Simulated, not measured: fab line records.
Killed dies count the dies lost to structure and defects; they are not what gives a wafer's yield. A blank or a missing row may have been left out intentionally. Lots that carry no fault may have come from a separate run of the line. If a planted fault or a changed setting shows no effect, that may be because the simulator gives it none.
Chamber matching + flow nand_harc + NHARC_A_BONDPAD_CMP_29 on cmp-01: 4 sister chambers
The step polishes SiCN, target thk 200 nm. 20 wafers are shown with their chamber, then 10 later ones without.

== WAFERS WITH THEIR CHAMBER ==
| wafer  | chamber | motor_current_A (A) |
|--------|---------|---------------------|
| L074.1 | 0       | 11.4                |
| L074.3 | 1       | 11.0                |
| L074.4 | 2       | 11.4                |
| L075.1 | 0       | 11.3                |
| L075.4 | 3       | 13.0                |
| L075.5 | 3       | 13.3                |
| L079.1 | 3       | 13.7                |
| L079.2 | 0       | 11.4                |
| L079.3 | 2       | 10.7                |
| L078.1 | 1       | 11.3                |
| L078.5 | 1       | 11.0                |
| L078.6 | 0       | 11.5                |
| L081.2 | 1       | 11.7                |
| L081.5 | 2       | 11.1                |
| L081.6 | 3       | 13.4                |
| L089.1 | 0       | 11.4                |
| L089.5 | 2       | 10.8                |
| L089.6 | 3       | 13.4                |
| L091.1 | 1       | 11.1                |
| L091.3 | 0       | 11.6                |

SIGNATURES (averages over the wafers above)
| reading         | chamber 0 | chamber 1 | chamber 2 | chamber 3 | scatter within a chamber |
|-----------------|-----------|-----------|-----------|-----------|--------------------------|
| motor_current_A | 11.433    | 11.220    | 11.000    | 13.360    | 0.244                    |
Rule: for a wafer and a chamber, the distance is found by dividing, reading by reading, the gap between the wafer's reading and the chamber's mean by the reading's scatter, squaring, summing and taking the root. The wafer belongs to the nearest chamber; if the next one is less than 2 further off, it can't be placed. The scatter: take each reading less its chamber's mean, square it, sum over the shown wafers, divide by the number of wafers less the number of chambers, and take the root.

== WAFERS WITHOUT THEIR CHAMBER ==
| wafer  | motor_current_A (A) |
|--------|---------------------|
| L091.4 | 13.3                |
| L091.2 | 11.1                |
| L091.5 | 11.2                |
| L091.6 | 11.5                |
| L094.1 | 11.2                |
| L094.4 | 11.2                |
| L094.6 | 10.4                |
| L095.3 | 11.3                |
| L095.5 | 11.4                |
| L095.6 | 10.3                |

== THE CHAMBER EACH PASSED THROUGH ==
| wafer  | from the rows above          | in truth |
|--------|------------------------------|----------|
| L091.4 | 3                            | 3        |
| L091.2 | can't be placed: 2 or 1 or 0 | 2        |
| L091.5 | can't be placed: 1 or 2 or 0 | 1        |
| L091.6 | can't be placed: 0 or 1 or 2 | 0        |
| L094.1 | can't be placed: 1 or 2 or 0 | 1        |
| L094.4 | can't be placed: 1 or 2 or 0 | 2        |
| L094.6 | can't be placed: 2 or 1 or 0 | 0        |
| L095.3 | can't be placed: 1 or 0 or 2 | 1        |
| L095.5 | can't be placed: 0 or 1 or 2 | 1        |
| L095.6 | can't be placed: 2 or 1 or 0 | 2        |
Correct placement for 1 of the 10. From these rows, 9 cannot be placed; in 9 the true chamber is one of the candidates. 0 placed wrongly.
